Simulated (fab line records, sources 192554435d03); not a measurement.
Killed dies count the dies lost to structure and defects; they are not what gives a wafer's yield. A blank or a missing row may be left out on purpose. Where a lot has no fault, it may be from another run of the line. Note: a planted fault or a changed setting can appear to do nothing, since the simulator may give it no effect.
Matching of chambers ; flow n5Finfet ; N5_BEOL_M1_ETCH_63 on rieDiel-01: 4 sister chambers
The step etches SiARC in CF4, target depth 15.6 nm, time 26 s. 4 wafers are shown with their chamber, then 7 later ones without.

## WAFERS, EACH WITH ITS CHAMBER
wafer;chamber;showerheadPlenumPTorr (Torr)
L081.6;3;2.17
L084.2;0;2.13
L090.2;1;2.19
L090.3;2;2.20

## WAFERS WITHOUT THEIR CHAMBER
wafer;showerheadPlenumPTorr (Torr)
L090.5;2.19
L091.3;2.20
L091.4;2.19
L091.6;2.13
L092.2;2.19
L092.4;2.16
L092.6;2.19

## THE CHAMBER EACH PASSED THROUGH
wafer;from the rows above;in truth
L090.5;1;1
L091.3;2;2
L091.4;1;1
L091.6;0;0
L092.2;1;1
L092.4;3;3
L092.6;1;1
Placed correctly: 7 of 7. From these rows, 0 cannot be placed. Number placed wrongly: 0.
How it was worked out, from the rows above alone: a wafer's distance from a chamber is the root of the sum, over the readings, of the square of ((its reading less the chamber's mean) divided by the reading's scatter). The wafer belongs to the nearest chamber; if the next one is less than 2 further off, it can't be placed. Each chamber's mean is taken over the wafers shown for it. The scatter: root of mean squared gap, hidden wafer to nearest shown wafer, with one shown wafer a chamber.
